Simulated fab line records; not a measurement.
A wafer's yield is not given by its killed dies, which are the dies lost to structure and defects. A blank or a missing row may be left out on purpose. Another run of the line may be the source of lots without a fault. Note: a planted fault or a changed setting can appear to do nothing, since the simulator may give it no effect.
fab line records	flow n5Finfet
record: lots: 6	wafers: 18	lastDay: 17
route steps=1938 shown WELL_APT@20 PASSIVATION@1936
lots untouched by any fault: they come from a run of this same line in which no faults occurred
startH: the number of hours between the record's first day and the start of the first shown wafer of the lot	waitH: hours from the lot's prior step to this one	" unchanged from the row above	L1.1+2: several wafers, shown together as one row	- no value, or no start was given	* or withheld: withheld	< > ~ a bound
route shown NAME@n: NAME is a module with steps in the file, n the number in the route of the first one	usual: mean/standard deviation taken from wafers without a fault	same: alike in all rows	chamber/n: place in a boat	sites: each site's reading	_std_site: how widely they spread, as a standard deviation	_edge_site: mean of outer sites minus mean of inner sites	radiusMm: for every site, how far away it sits from the centre of the wafer	mask NAME#n: copy n	behind: the last tool/chamber to shape the wafer	hold: why the lot was held/for how many hours/how that ended	device: whichever transistor did not switch (one of n, p or np)	end of line: the tests these same wafers got at the end of their route	for a step that has no rows: nothing shown but its recipe	killed: dies that structure and defects cost at the first sort, which is not the same as the wafer's yield	map: shows each die of a wafer: x if killed, . if not, _ if none is there
set.NAME: the run value of the setting; set.NAME@STEP: its run value at that earlier step	model.NAME: the simulator's own value behind a step, which no gauge read
certain route steps with their lots: each step a table, each wafer a row
services: from which hour (startH, from the record's first day; less than 0 if before it) a tool's chamber was out of use, for how many hours, and why
== steps ==
step: N5_WELL_APT_HMDS_01
recipe: timeS: 60	tempC: 120
step: N5_WELL_APT_COAT_02
recipe: spinRpm: 1357	resistThkNm: 950
step: N5_WELL_APT_EBR_04
recipe: solvent: PGMEA	ebrWidthMm: 1.5
step: N5_WELL_APT_SOFTBAKE_03
recipe: tempC: 130	timeS: 60
step: N5_WELL_APT_EXPOSE_05
recipe: maskId: NWELL	na: 0.8	sourceShape: conventional	sigmaOuter: 0.8	polarization: unpolarized	defocusNm: 0	targetCdNm: 200	doseMj: 20.3
step: N5_WELL_APT_PEB_06
recipe: pebTempC: 130	pebTimeS: 90
step: N5_WELL_APT_DEVELOP_07
recipe: developTimeS: 45	rinseLiquid: surfactantRinse	dry: airSpin	devTempC: 21
step: N5_WELL_APT_HARDBAKE_12
recipe: tempC: 130	timeS: 120
step: N5_WELL_APT_CD_MEAS_08
recipe: targetCdNm: 200	landingEnergyEv: 500	detector: seInlens
usual: cdNm: 200.0/1.3
lot.wafer	tool	chamber	startH	waitH	cdNm
L642.2	cdSem-03	0	19.81	-	201.4
L642.4	"	0	"	"	199.4
L642.5	"	0	"	"	199.5
L645.2	cdSem-03	0	37.83	-	200.0
L645.4	"	0	"	"	203.2
L645.6	"	0	"	"	201.5
L647.2	cdSem-01	0	49.58	-	198.9
L647.3	"	0	"	"	198.4
L647.5	"	0	"	"	198.5
L649.1	cdSem-02	0	61.82	-	201.5
L649.4	"	0	"	"	200.4
L649.5	"	0	"	"	198.9
L659.4	cdSem-03	0	121.78	-	200.0
L659.5	"	0	"	"	200.8
L659.6	"	0	"	"	200.6
L661.2	cdSem-02	0	133.73	-	200.9
L661.3	"	0	"	"	199.4
L661.5	"	0	"	"	201.7
step: N5_WELL_APT_OVL_MEAS_09
recipe: pointsPerWafer: 44
usual: NWELL_OVL: -1/5
lot.wafer	tool	chamber	startH	waitH	NWELL_OVL[nm]
L642.2	overlay-01	0	19.84	0.0	-2
L642.4	"	0	"	"	-2
L642.5	"	0	"	"	-4
L645.2	overlay-01	0	37.86	0.0	2
L645.4	"	0	"	"	-2
L645.6	"	0	"	"	1
L647.2	overlay-02	0	49.61	0.0	2
L647.3	"	0	"	"	11
L647.5	"	0	"	"	5
L649.1	overlay-02	0	61.85	0.0	-4
L649.4	"	0	"	"	-3
L649.5	"	0	"	"	1
L659.4	overlay-02	0	121.80	0.0	-2
L659.5	"	0	"	"	0
L659.6	"	0	"	"	-1
L661.2	overlay-02	0	133.75	0.0	9
L661.3	"	0	"	"	9
L661.5	"	0	"	"	9
step: N5_WELL_APT_INSPECT_10
recipe: mode: adi	inspectInstrument: macro
usual: rawDefectCount: 2.0/1.5
lot.wafer	tool	chamber	startH	waitH	rawDefectCount
L642.2	defectInspect-02	-	19.86	0.0	1
L642.4	"	-	"	"	2
L642.5	"	-	"	"	2
L645.2	defectInspect-02	-	37.89	0.0	2
L645.4	"	-	"	"	5
L645.6	"	-	"	"	5
L647.2	defectInspect-02	-	49.64	0.0	2
L647.3	"	-	"	"	4
L647.5	"	-	"	"	2
L649.1	defectInspect-01	-	61.88	0.0	4
L649.4	"	-	"	"	2
L649.5	"	-	"	"	3
L659.4	defectInspect-01	-	121.83	0.0	1
L659.5	"	-	"	"	3
L659.6	"	-	"	"	0
L661.2	defectInspect-02	-	133.78	0.0	1
L661.3	"	-	"	"	0
L661.5	"	-	"	"	1
step: N5_WELL_APT_DESCUM_13
recipe: chemistry: O2	timeS: 7.9	sourcePowerW: 50	biasPowerW: 20	pressureMtorr: 20	rfFrequencyHz: 2.712e+07	tempC: 40	o2FlowSccm: 225
usual: drypumpMotorCurrentA: 5.8/0.33	oesProductAu: 0.79/0.095	rfFwdPowerW: 49.56/0.18	rfVppV: 243.6/1.3	showerheadPlenumPTorr: 2.12/0.074	throttleValvePct: 20.44/0.25
lot.wafer	tool	chamber	startH	waitH	drypumpMotorCurrentA	oesProductAu	rfFwdPowerW	rfHoursCounterH	rfVppV	showerheadPlenumPTorr	throttleValvePct
L642.2	rieDiel-05	2	19.89	0.0	5.5	0.68	49.50	247	244.6	2.15	20.63
L642.4	"	2	"	"	5.5	0.69	49.39	-	243.8	2.15	20.65
L642.5	"	0	"	"	5.6	0.68	49.12	-	240.5	1.97	20.41
L645.2	rieDiel-05	1	37.99	0.1	5.5	0.75	49.80	134	244.3	2.19	20.43
L645.4	"	3	"	"	5.8	0.95	49.40	-	242.1	2.06	20.28
L645.6	"	1	"	"	5.5	0.75	49.45	-	244.4	2.19	20.45
L647.2	rieDiel-05	1	49.67	0.0	5.5	0.74	49.95	138	243.9	2.19	20.45
L647.3	"	2	"	"	5.5	0.97	49.48	4	244.1	2.14	20.27
L647.5	"	2	"	"	5.5	0.97	49.59	-	244.8	2.14	20.28
L649.1	rieDiel-04	0	61.91	0.0	6.3	0.74	49.48	184	243.0	2.18	20.52
L649.4	"	1	"	"	6.5	0.71	49.66	202	246.6	2.17	20.66
L649.5	"	2	"	"	6.1	0.78	49.69	-	243.3	2.09	20.68
L659.4	rieDiel-04	0	121.90	0.1	6.3	0.72	49.44	-	244.9	2.17	20.56
L659.5	"	3	"	"	6.2	0.77	49.75	-	242.2	2.08	20.64
L659.6	"	1	"	"	6.4	0.69	49.84	-	245.5	2.16	20.70
L661.2	rieDiel-04	3	133.91	0.1	6.3	0.77	49.68	162	243.5	2.08	20.66
L661.3	"	2	"	"	6.1	0.78	49.75	147	243.5	2.08	20.72
L661.5	"	2	"	"	6.1	0.78	49.65	-	244.1	2.08	20.72
step: N5_WELL_APT_IMPLANT_14
recipe: species: P	energyKev: 160	doseCm2: 1.5e+13	tiltDeg: 0	rotationDeg: 0
usual: doseIonsCm2: 1.5e+13/1.5e+10	faradayCurrentUA: 190/3.7
lot.wafer	tool	chamber	startH	waitH	doseIonsCm2	faradayCurrentUA
L642.2	implanter-01	0	20.02	0.1	1.4998e+13	195
L642.4	"	0	"	"	1.4988e+13	192
L642.5	"	0	"	"	1.502e+13	183
L645.2	implanter-02	0	38.11	0.1	1.5004e+13	193
L645.4	"	0	"	"	1.5011e+13	192
L645.6	"	0	"	"	1.5021e+13	188
L647.2	implanter-01	0	49.80	0.1	1.4982e+13	191
L647.3	"	0	"	"	1.4999e+13	190
L647.5	"	0	"	"	1.4983e+13	195
L649.1	implanter-02	0	62.01	0.1	1.4982e+13	193
L649.4	"	0	"	"	1.4998e+13	192
L649.5	"	0	"	"	1.4973e+13	187
L659.4	implanter-01	0	122.06	0.1	8.239e+12	105
L659.5	"	0	"	"	8.241e+12	102
L659.6	"	0	"	"	8.238e+12	108
L661.2	implanter-01	0	134.04	0.1	8.23e+12	107
L661.3	"	0	"	"	8.258e+12	105
L661.5	"	0	"	"	8.232e+12	105
step: N5_WELL_APT_IMPLANT_15
recipe: species: As	energyKev: 25	doseCm2: 1.5e+13	tiltDeg: 0	rotationDeg: 0
step: N5_WELL_APT_STRIP_16
recipe: chemistry: SPM	timeS: 900	tempC: 130	h2so4H2o2VolRatio: 4	dry: ipaMarangoni
step: N5_WELL_APT_HMDS_18
recipe: timeS: 60	tempC: 120
step: N5_WELL_APT_COAT_19
recipe: spinRpm: 1357	resistThkNm: 950
step: N5_WELL_APT_EBR_21
recipe: solvent: PGMEA	ebrWidthMm: 1.5
step: N5_WELL_APT_SOFTBAKE_20
recipe: tempC: 130	timeS: 60
step: N5_WELL_APT_EXPOSE_22
recipe: maskId: PWELL	na: 0.8	sourceShape: conventional	sigmaOuter: 0.8	polarization: unpolarized	defocusNm: 0	targetCdNm: 200	doseMj: 23.2
step: N5_WELL_APT_PEB_23
recipe: pebTempC: 130	pebTimeS: 90
step: N5_WELL_APT_DEVELOP_24
recipe: developTimeS: 45	rinseLiquid: surfactantRinse	dry: airSpin	devTempC: 21
step: N5_WELL_APT_HARDBAKE_29
recipe: tempC: 130	timeS: 120
step: N5_WELL_APT_CD_MEAS_25
recipe: targetCdNm: 200	landingEnergyEv: 500	detector: seInlens
usual: cdNm: 200.3/1.4
lot.wafer	tool	chamber	startH	waitH	cdNm
L642.2	cdSem-03	0	20.93	-	203.0
L642.4	"	0	"	"	202.8
L642.5	"	0	"	"	202.5
L645.2	cdSem-01	0	39.27	-	198.3
L645.4	"	0	"	"	202.1
L645.6	"	0	"	"	200.9
L647.2	cdSem-02	0	50.73	-	201.3
L647.3	"	0	"	"	199.8
L647.5	"	0	"	"	201.7
L649.1	cdSem-03	0	62.97	-	199.7
L649.4	"	0	"	"	201.9
L649.5	"	0	"	"	200.2
L659.4	cdSem-02	0	122.92	-	198.5
L659.5	"	0	"	"	200.8
L659.6	"	0	"	"	200.0
L661.2	cdSem-03	0	134.95	-	200.4
L661.3	"	0	"	"	200.3
L661.5	"	0	"	"	200.7
step: N5_WELL_APT_OVL_MEAS_26
recipe: pointsPerWafer: 44
usual: PWELL_OVL: 1/6.7
lot.wafer	tool	chamber	startH	waitH	PWELL_OVL[nm]
L642.2	overlay-02	0	20.96	0.0	1
L642.4	"	0	"	"	0
L642.5	"	0	"	"	3
L645.2	overlay-01	0	39.30	0.0	11
L645.4	"	0	"	"	6
L645.6	"	0	"	"	11
L647.2	overlay-02	0	50.75	0.0	6
L647.3	"	0	"	"	5
L647.5	"	0	"	"	8
L649.1	overlay-02	0	63.00	0.0	9
L649.4	"	0	"	"	1
L649.5	"	0	"	"	4
L659.4	overlay-01	0	122.95	0.0	6
L659.5	"	0	"	"	-3
L659.6	"	0	"	"	5
L661.2	overlay-01	0	134.98	0.0	-5
L661.3	"	0	"	"	-5
L661.5	"	0	"	"	-6
step: N5_WELL_APT_INSPECT_27
recipe: mode: adi	inspectInstrument: macro
usual: rawDefectCount: 2.1/1.6
lot.wafer	tool	chamber	startH	waitH	rawDefectCount
L642.2	defectInspect-02	-	20.98	0.0	1
L642.4	"	-	"	"	2
L642.5	"	-	"	"	6
L645.2	defectInspect-02	-	39.33	0.0	0
L645.4	"	-	"	"	3
L645.6	"	-	"	"	0
L647.2	defectInspect-02	-	50.78	0.0	5
L647.3	"	-	"	"	3
L647.5	"	-	"	"	2
L649.1	defectInspect-02	-	63.02	0.0	0
L649.4	"	-	"	"	0
L649.5	"	-	"	"	1
L659.4	defectInspect-01	-	122.97	0.0	2
L659.5	"	-	"	"	2
L659.6	"	-	"	"	4
L661.2	defectInspect-01	-	135.00	0.0	3
L661.3	"	-	"	"	1
L661.5	"	-	"	"	1
step: N5_WELL_APT_DESCUM_30
recipe: chemistry: O2	timeS: 7.9	sourcePowerW: 50	biasPowerW: 20	pressureMtorr: 20	rfFrequencyHz: 2.712e+07	tempC: 40	o2FlowSccm: 225
usual: drypumpMotorCurrentA: 5.8/0.35	oesProductAu: 0.80/0.085	rfFwdPowerW: 49.59/0.2	rfVppV: 243.8/1.4	showerheadPlenumPTorr: 2.14/0.067	throttleValvePct: 20.41/0.25
lot.wafer	tool	chamber	startH	waitH	drypumpMotorCurrentA	oesProductAu	rfFwdPowerW	rfHoursCounterH	rfVppV	showerheadPlenumPTorr	throttleValvePct
L642.2	rieDiel-05	2	21.02	0.0	5.5	0.69	49.56	248	244.1	2.15	20.64
L642.4	"	2	"	"	5.5	0.69	49.92	-	244.6	2.15	20.61
L642.5	"	0	"	"	5.6	0.69	49.50	-	239.6	1.97	20.42
L645.2	rieDiel-04	1	39.36	0.0	6.4	0.70	49.71	194	246.1	2.17	20.67
L645.4	"	3	"	"	6.2	0.79	49.52	125	242.3	2.09	20.59
L645.6	"	3	"	"	6.2	0.79	49.55	-	242.9	2.09	20.60
L647.2	rieDiel-04	3	50.82	0.0	6.3	0.78	49.68	130	244.2	2.09	20.60
L647.3	"	2	"	"	6.1	0.78	49.80	124	243.3	2.09	20.69
L647.5	"	0	"	"	6.3	0.74	49.45	-	244.1	2.18	20.53
L649.1	rieDiel-04	2	63.74	0.7	6.1	0.78	49.58	129	242.6	2.09	20.71
L649.4	"	0	"	"	6.3	0.74	49.26	185	245.0	2.18	20.53
L649.5	"	1	"	"	6.4	0.71	50.10	-	243.4	2.17	20.66
L659.4	rieDiel-03	3	123.18	0.2	5.5	0.74	49.80	161	242.9	2.09	20.75
L659.5	"	0	"	"	5.7	0.69	49.67	-	243.7	2.16	20.70
L659.6	"	1	"	"	5.4	0.76	49.64	-	241.4	2.01	19.98
L661.2	rieDiel-03	2	135.04	0.0	5.8	0.92	49.24	33	244.2	2.23	20.11
L661.3	"	1	"	"	5.4	0.75	49.55	150	243.0	2.01	20.00
L661.5	"	2	"	"	5.7	0.91	49.52	-	244.9	2.23	20.13
step: N5_WELL_APT_IMPLANT_31
recipe: species: B	energyKev: 60	doseCm2: 1.5e+13	tiltDeg: 0	rotationDeg: 0
step: N5_WELL_APT_IMPLANT_32
recipe: species: BF2	energyKev: 50	doseCm2: 2e+13	tiltDeg: 0	rotationDeg: 0
step: N5_WELL_APT_STRIP_33
recipe: chemistry: SPM	timeS: 900	tempC: 130	h2so4H2o2VolRatio: 4	dry: ipaMarangoni
step: N5_WELL_APT_RTA_34
recipe: tempC: 1000	timeS: 10	ambient: N2	idleTempC: 600	rampUpCPerS: 150	rampDownCPerS: 60	coolToC: 600
usual: lampPowerPct: 13.00/0.052	lamp_zone_1_pct: 13.000/0.026	lamp_zone_2_pct: 12.997/0.028	lamp_zone_3_pct: 12.99/0.032	lamp_zone_4_pct: 12.994/0.028	lamp_zone_5_pct: 12.997/0.028	lamp_zone_6_pct: 12.921/0.026	lamp_zone_7_pct: 13.425/0.029	wafer_temp_C_max: 1003.7/1.2
lot.wafer	tool	chamber	startH	waitH	lampPowerPct	lamp_zone_1_pct	lamp_zone_2_pct	lamp_zone_3_pct	lamp_zone_4_pct	lamp_zone_5_pct	lamp_zone_6_pct	lamp_zone_7_pct	wafer_temp_C_max
L642.2	rtpAnneal-02	0	21.95	0.2	13.03	13.047	13.020	13.02	13.040	13.007	12.928	13.385	1004.5
L642.4	"	0	"	"	12.99	13.013	13.025	12.97	12.984	13.028	12.939	13.432	1004.4
L642.5	"	0	"	"	13.01	12.997	13.014	12.94	12.989	13.009	12.978	13.436	1006.0
L645.2	rtpAnneal-01	0	40.42	0.1	12.97	13.054	13.005	13.00	13.010	13.016	12.945	13.416	1004.0
L645.4	"	0	"	"	13.07	13.009	13.007	12.99	12.975	12.956	12.964	13.424	1003.4
L645.6	"	0	"	"	13.08	12.993	13.029	13.05	13.039	13.013	12.941	13.427	1003.8
L647.2	rtpAnneal-02	0	51.63	0.0	13.01	12.979	13.027	12.99	13.027	13.021	12.894	13.470	1002.8
L647.3	"	0	"	"	12.99	13.033	13.029	13.02	12.992	13.011	12.915	13.441	1004.7
L647.5	"	0	"	"	13.03	13.009	12.957	12.97	12.999	12.997	12.904	13.417	1002.5
L649.1	rtpAnneal-02	0	64.72	0.2	12.93	12.989	12.967	13.05	12.986	12.978	12.910	13.395	1003.2
L649.4	"	0	"	"	13.02	12.986	13.057	13.03	12.982	12.991	12.917	13.428	1003.4
L649.5	"	0	"	"	12.97	13.003	13.053	13.03	12.998	12.989	12.919	13.455	1005.3
L659.4	rtpAnneal-01	0	124.06	0.1	13.49	13.479	13.460	13.43	13.477	13.456	13.372	13.877	1003.9
L659.5	"	0	"	"	13.43	13.450	13.459	13.50	13.455	13.512	13.386	13.913	1005.2
L659.6	"	0	"	"	13.41	13.419	13.440	13.50	13.444	13.481	13.408	13.872	1003.1
L661.2	rtpAnneal-01	0	136.27	0.5	13.54	13.444	13.467	13.50	13.491	13.450	13.378	13.888	1004.4
L661.3	"	0	"	"	13.40	13.427	13.419	13.43	13.460	13.443	13.404	13.869	1002.6
L661.5	"	0	"	"	13.42	13.471	13.467	13.41	13.456	13.518	13.342	13.839	1003.4
step: N5_WELL_APT_OXIDE_STRIP_42
recipe: chemistry: dHF	dilution: 25:1	timeS: 45	tempC: 25	target: SiO2	targetDepthA: 120
step: N5_PASSIVATION_PROBE_49
usual: killed_at_M0_to_M3: 35/11	killed_at_M4_up: 14/5.4	killedAtContacts: 12/6.2	killedAtFrontEnd: 38/11	killedAtOther: 4.1/2.8	killedDies: 103/17	killedOpen: 66/13	killedShort: 34/8.2
same: grossDies: 1180	killedAtBackSide: 0
lot.wafer	tool	chamber	startH	waitH	killed_at_M0_to_M3	killed_at_M4_up	killedAtContacts	killedAtFrontEnd	killedAtOther	killedDies	killedOpen	killedShort
L642.2	prober-02	-	266.56	0.1	43	13	3	38	1	98	61	35
L642.4	prober-02	-	266.66	0.2	40	11	12	34	2	99	70	27
L642.5	prober-02	-	266.71	0.2	40	13	7	38	5	103	65	36
L645.2	prober-01	-	294.27	0.7	32	6	17	51	10	116	76	34
L645.4	prober-01	-	294.37	0.8	18	8	19	55	11	111	76	32
L645.6	prober-01	-	294.47	0.9	27	11	12	47	8	105	66	33
L647.2	prober-01	-	305.34	0.1	30	28	10	32	0	100	66	29
L647.3	prober-01	-	305.39	0.1	28	10	15	49	3	105	58	45
L647.5	prober-01	-	305.49	0.2	25	13	19	55	9	121	76	41
L649.1	prober-01	-	328.87	0.0	36	14	5	29	2	86	50	36
L649.4	prober-01	-	329.02	0.2	39	7	22	25	3	96	52	43
L649.5	prober-01	-	329.07	0.2	35	6	14	44	9	108	72	32
L661.2	prober-01	-	410.47	0.1	42	10	14	25	2	93	47	45
L661.3	prober-01	-	410.52	0.1	43	13	5	36	1	98	57	38
L661.5	prober-01	-	410.62	0.2	45	5	2	48	0	100	65	33
killed by level:class
L642.2 STI_FIN_REVEAL:geometricParticle:open=12 BEOL_M0_SAQP:geometricParticle:open=12 BEOL_M0_SAQP:geometricParticle:short=10 BEOL_M3:geometricParticle:open=10 BEOL_M4:geometricParticle:open=8 BEOL_M2:geometricParticle:open=6 FIN_SAQP:geometricParticle:short=4 STI_FIN_REVEAL:geometricParticle:short=4
L642.4 FIN_SAQP:geometricParticle:open=10 MOL_CONTACT_COAG:geometricParticle:open=10 FIN_SAQP:geometricParticle:short=7 STI_FIN_REVEAL:geometricParticle:open=7 BEOL_M0_SAQP:geometricParticle:open=7 BEOL_M0:geometricParticle:open=7 BEOL_M1:geometricParticle:open=5 BEOL_M0:geometricParticle:short=5
L642.5 BEOL_M0_SAQP:geometricParticle:short=9 STI_FIN_REVEAL:geometricParticle:open=8 BEOL_M0_SAQP:geometricParticle:open=8 BEOL_M4:geometricParticle:open=8 FIN_SAQP:geometricParticle:open=7 GATE_CUT:geometricParticle:short=6 MOL_CONTACT_COAG:geometricParticle:open=6 FIN_SAQP:geometricParticle:short=5
L645.2 MOL_CONTACT_COAG:geometricParticle:open=15 DUMMY_GATE:geometricParticle:open=12 BEOL_M2:geometricParticle:open=12 FIN_SAQP:geometricParticle:short=9 FIN_SAQP:geometricParticle:open=5 BEOL_M0_SAQP:geometricParticle:open=5 ILD0:geometricParticle:short=4 BEOL_M2:geometricParticle:short=4
L645.4 STI_FIN_REVEAL:geometricParticle:open=18 MOL_CONTACT_COAG:geometricParticle:open=13 BEOL_M2:geometricParticle:open=7 GATE_CUT:geometricParticle:open=6 MOL_CONTACT_COAG:geometricParticle:short=6 DUMMY_GATE:geometricParticle:open=5 PAD_METAL:geometricParticle:open=5 ILD0:geometricParticle:short=4
L645.6 FIN_SAQP:geometricParticle:open=14 MOL_CONTACT_COAG:geometricParticle:open=11 BEOL_M2:geometricParticle:open=10 BEOL_M0_SAQP:geometricParticle:short=7 FIN_SAQP:geometricParticle:short=6 STI_FIN_REVEAL:geometricParticle:open=6 ILD0:geometricParticle:short=4 BEOL_M0_SAQP:geometricParticle:open=4
L647.2 BEOL_M4:geometricParticle:open=16 BEOL_M0_SAQP:geometricParticle:open=8 STI_FIN_REVEAL:geometricParticle:open=6 MOL_CONTACT_COAG:geometricParticle:open=6 BEOL_M0_SAQP:geometricParticle:short=6 BEOL_M1:geometricParticle:open=5 BEOL_M2:geometricParticle:open=5 BEOL_M6:geometricParticle:open=4
L647.3 FIN_SAQP:geometricParticle:short=10 MOL_CONTACT_COAG:geometricParticle:open=10 BEOL_M0_SAQP:geometricParticle:short=8 FIN_SAQP:geometricParticle:open=6 BEOL_M4:geometricParticle:open=6 MOL_CONTACT_COAG:geometricParticle:short=5 BEOL_M2:geometricParticle:open=5 STARTING-WAFER:geometricParticle:short=5
L647.5 MOL_CONTACT_COAG:geometricParticle:open=16 FIN_SAQP:geometricParticle:short=14 STI_FIN_REVEAL:geometricParticle:open=8 DUMMY_GATE:geometricParticle:open=8 FIN_SAQP:geometricParticle:open=7 BEOL_M1:geometricParticle:open=6 PASS1_CAP:geometricParticle:open=6 BEOL_M5:geometricParticle:open=5
L649.1 BEOL_M0_SAQP:geometricParticle:short=10 BEOL_M0_SAQP:geometricParticle:open=10 BEOL_M2:geometricParticle:open=9 FIN_SAQP:geometricParticle:short=6 DUMMY_GATE:geometricParticle:open=6 BEOL_M4:geometricParticle:open=6 STI_FIN_REVEAL:geometricParticle:open=4 BEOL_M5:geometricParticle:open=4
L649.4 MOL_CONTACT_COAG:geometricParticle:open=14 BEOL_M0_SAQP:geometricParticle:open=10 BEOL_M0_SAQP:geometricParticle:short=10 MOL_CONTACT_COAG:geometricParticle:short=8 BEOL_M2:geometricParticle:open=5 DUMMY_GATE:geometricParticle:open=4 BEOL_M1:geometricParticle:short=4 FIN_SAQP:geometricParticle:open=3
L649.5 FIN_SAQP:geometricParticle:open=15 BEOL_M0_SAQP:geometricParticle:open=11 BEOL_M0_SAQP:geometricParticle:short=10 MOL_CONTACT_COAG:geometricParticle:open=9 BEOL_M2:geometricParticle:open=7 FIN_SAQP:geometricParticle:short=6 DUMMY_GATE:geometricParticle:open=6 MOL_CONTACT_COAG:geometricParticle:short=5
L661.2 BEOL_M0_SAQP:geometricParticle:short=21 MOL_CONTACT_COAG:geometricParticle:open=12 BEOL_M0_SAQP:geometricParticle:open=6 BEOL_M2:geometricParticle:short=5 BEOL_M3:geometricParticle:open=4 DUMMY_GATE:geometricParticle:open=4 STARTING-WAFER:geometricParticle:open=4 STI_FIN_REVEAL:geometricParticle:open=3
L661.3 BEOL_M0_SAQP:geometricParticle:short=14 BEOL_M0_SAQP:geometricParticle:open=9 DUMMY_GATE:geometricParticle:open=8 STI_FIN_REVEAL:geometricParticle:open=7 FIN_SAQP:geometricParticle:short=5 BEOL_M2:geometricParticle:short=5 BEOL_M3:geometricParticle:open=5 BEOL_M4:geometricParticle:open=5
L661.5 BEOL_M0_SAQP:geometricParticle:open=17 GATE_CUT:geometricParticle:short=9 FIN_SAQP:geometricParticle:open=8 BEOL_M0_SAQP:geometricParticle:short=7 BEOL_M3:geometricParticle:open=7 BEOL_M1:geometricParticle:open=5 STARTING-WAFER:geometricParticle:open=5 STI_FIN_REVEAL:geometricParticle:open=4
== services ==
tool	chamber	startH	hours	kind
rieDiel-05	3	-1.37	-	clean
rieDiel-05	3	-1.37	-	consumableReplace:focusRing
rieDiel-05	3	-1.37	26.0	scheduledDown
rieDiel-05	3	-1.37	26.0	ventCycle
implanter-02	-	-0.73	1.2	repair
implanter-01	-	7.91	4.2	pm
rieDiel-04	2	14.12	5.1	repair
implanter-01	-	23.98	0.8	repair
rieDiel-05	2	27.22	-	clean
rieDiel-05	2	27.22	-	consumableReplace:focusRing
rieDiel-05	2	27.22	13.3	scheduledDown
rieDiel-05	2	27.22	13.3	ventCycle
implanter-01	-	31.77	17.7	repair
rieDiel-05	0	40.64	-	clean
rieDiel-05	0	40.64	-	consumableReplace:focusRing
rieDiel-05	0	40.64	-	consumableReplace:showerhead
rieDiel-05	3	55.27	10.0	repair
implanter-01	-	60.17	4.3	repair
rieDiel-04	2	65.79	6.7	repair
implanter-01	-	75.08	5.7	repair
rieDiel-03	3	95.34	22.6	repair
rieDiel-03	0	103.91	18.7	repair
rieDiel-03	-	112.50	2.8	repair
rieDiel-04	2	116.92	6.0	repair
== key ==
firstSign: step: N5_WELL_APT_IMPLANT_14	reading: doseIonsCm2	direction: down	sigmas: 99+	usual: 1.5e+13	struck: 8.24e+12
effect: step: N5_WELL_APT_IMPLANT_14	reading: faradayCurrentUA	direction: down	sigmas: 23	usual: 190	struck: 105
effect: step: N5_WELL_APT_RTA_34	reading: lamp_zone_6_pct	direction: up	sigmas: 18	usual: *	struck: *
metAt N5_WELL_APT_IMPLANT_14,N5_WELL_APT_RTA_34
struckWafers L659.4,L659.5,L659.6,L661.2,L661.3,L661.5
testerLeftOut L659,L661
onsetBetween 49.80 122.06
fault: kind: processParameterDrift	tool: implanter-01	chamber: -	onsetH: 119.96	steps: N5_WELL_APT_IMPLANT_14	channel: doseCm2	offset: -6.7488e+12	shape: step	endH: 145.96	actsIn: theseRecipesOnly	stated: 1.5e+13
fault: kind: processParameterDrift	tool: rtpAnneal-01	chamber: -	onsetH: 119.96	steps: N5_WELL_APT_RTA_34	channel: timeS	offset: *	shape: step	endH: 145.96	actsIn: *	stated: *
testerLeftOut: of these lots the tester's yield and bins aren't shown, on N5 and GAA mostly nor the transistor test; their killed dies are dies lost to structure and defects alone, not to doping, threshold or leakage, so they don't give the yield
